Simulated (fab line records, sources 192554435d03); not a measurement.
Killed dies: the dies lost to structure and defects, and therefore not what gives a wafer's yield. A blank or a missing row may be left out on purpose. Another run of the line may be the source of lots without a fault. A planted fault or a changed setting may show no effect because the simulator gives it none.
Matching of chambers || flow n5Finfet || 4 sister chambers for N5_BEOL_M11_ETCH_65 on rieDiel-05
The step etches SiARC in CF4, target depth 39 nm, time 65 s. 4 wafers are shown with their chamber, then 8 later ones without.

## WAFERS WITH THEIR CHAMBER
{"wafer": "L436.5", "chamber": 2, "drypumpMotorCurrentA (A)": 5.2}
{"wafer": "L440.3", "chamber": 1, "drypumpMotorCurrentA (A)": 5.3}
{"wafer": "L440.5", "chamber": 3, "drypumpMotorCurrentA (A)": 5.7}
{"wafer": "L445.1", "chamber": 0, "drypumpMotorCurrentA (A)": 5.9}

## WAFERS WHOSE CHAMBER IS MISSING
{"wafer": "L445.2", "drypumpMotorCurrentA (A)": 5.7}
{"wafer": "L445.4", "drypumpMotorCurrentA (A)": 5.3}
{"wafer": "L446.2", "drypumpMotorCurrentA (A)": 5.2}
{"wafer": "L446.3", "drypumpMotorCurrentA (A)": 5.3}
{"wafer": "L446.6", "drypumpMotorCurrentA (A)": 5.2}
{"wafer": "L448.1", "drypumpMotorCurrentA (A)": 5.7}
{"wafer": "L448.2", "drypumpMotorCurrentA (A)": 5.3}
{"wafer": "L448.4", "drypumpMotorCurrentA (A)": 5.8}

## THE CHAMBER EACH PASSED THROUGH
{"wafer": "L445.2", "from the rows above": 3, "in truth": 3}
{"wafer": "L445.4", "from the rows above": 1, "in truth": 1}
{"wafer": "L446.2", "from the rows above": 2, "in truth": 2}
{"wafer": "L446.3", "from the rows above": 1, "in truth": 1}
{"wafer": "L446.6", "from the rows above": 2, "in truth": 2}
{"wafer": "L448.1", "from the rows above": 3, "in truth": 3}
{"wafer": "L448.2", "from the rows above": 1, "in truth": 1}
{"wafer": "L448.4", "from the rows above": "can't be placed: 3 or 0", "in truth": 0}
7 of 8 placed correctly. Unplaceable from these rows: 1, with the true chamber sitting among the candidates in 1. 0 placed wrongly.
How it was worked out, from the rows above alone: a wafer's distance from a chamber is the root of the sum, over the readings, of the square of ((its reading less the chamber's mean) divided by the reading's scatter). The wafer belongs to the nearest chamber; if the next one is less than 2 further off, it can't be placed. The mean given for a chamber averages the wafers shown for that chamber. The scatter: with one shown wafer a chamber, the root of the mean of the squares of how far each hidden wafer lies from its nearest shown one.
